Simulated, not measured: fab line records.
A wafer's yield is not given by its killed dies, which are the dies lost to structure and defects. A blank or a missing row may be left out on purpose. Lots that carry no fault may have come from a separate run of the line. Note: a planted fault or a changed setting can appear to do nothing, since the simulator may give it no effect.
Chamber matching || flow n5Finfet || N5_HKMG_FIN_ALD_21 on aldMetal-01 has 4 sister chambers
The step deposits TiN, target thk 1.5 nm, pulse time 1 s, purge time 3 s. 4 wafers are shown with their chamber, then 7 later ones without.

== WAFERS PAIRED WITH THEIR CHAMBERS ==
{"wafer": "L081.1", "chamber": 2, "heaterPowerW (W)": 870}
{"wafer": "L081.6", "chamber": 0, "heaterPowerW (W)": 845}
{"wafer": "L089.1", "chamber": 3, "heaterPowerW (W)": 760}
{"wafer": "L089.2", "chamber": 1, "heaterPowerW (W)": 913}

== WAFERS WITH NO CHAMBER GIVEN ==
{"wafer": "L089.3", "heaterPowerW (W)": 902}
{"wafer": "L089.4", "heaterPowerW (W)": 828}
{"wafer": "L089.5", "heaterPowerW (W)": 751}
{"wafer": "L089.6", "heaterPowerW (W)": 892}
{"wafer": "L094.1", "heaterPowerW (W)": 915}
{"wafer": "L094.3", "heaterPowerW (W)": 883}
{"wafer": "L094.4", "heaterPowerW (W)": 753}

== EACH ONE'S CHAMBER ==
{"wafer": "L089.3", "from the rows above": "can't be placed: 1 or 2", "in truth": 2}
{"wafer": "L089.4", "from the rows above": "can't be placed: 0 or 2", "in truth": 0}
{"wafer": "L089.5", "from the rows above": 3, "in truth": 3}
{"wafer": "L089.6", "from the rows above": "can't be placed: 1 or 2", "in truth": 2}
{"wafer": "L094.1", "from the rows above": 1, "in truth": 1}
{"wafer": "L094.3", "from the rows above": "can't be placed: 2 or 1 or 0", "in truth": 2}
{"wafer": "L094.4", "from the rows above": 3, "in truth": 3}
3 of 7 placed correctly. From these rows, 4 cannot be placed; in 4 the true chamber is one of the candidates. Number placed wrongly: 0.
How it was worked out, from the rows above alone: a wafer's distance from a chamber is the root of the sum, over the readings, of the square of ((its reading less the chamber's mean) divided by the reading's scatter). If the next closest chamber is less than 2 further off than the closest, the wafer can't be placed; otherwise it belongs to the closest. The mean given for a chamber averages the wafers shown for that chamber. The scatter: with one shown wafer a chamber, the root of the mean of the squares of how far each hidden wafer lies from its nearest shown one.
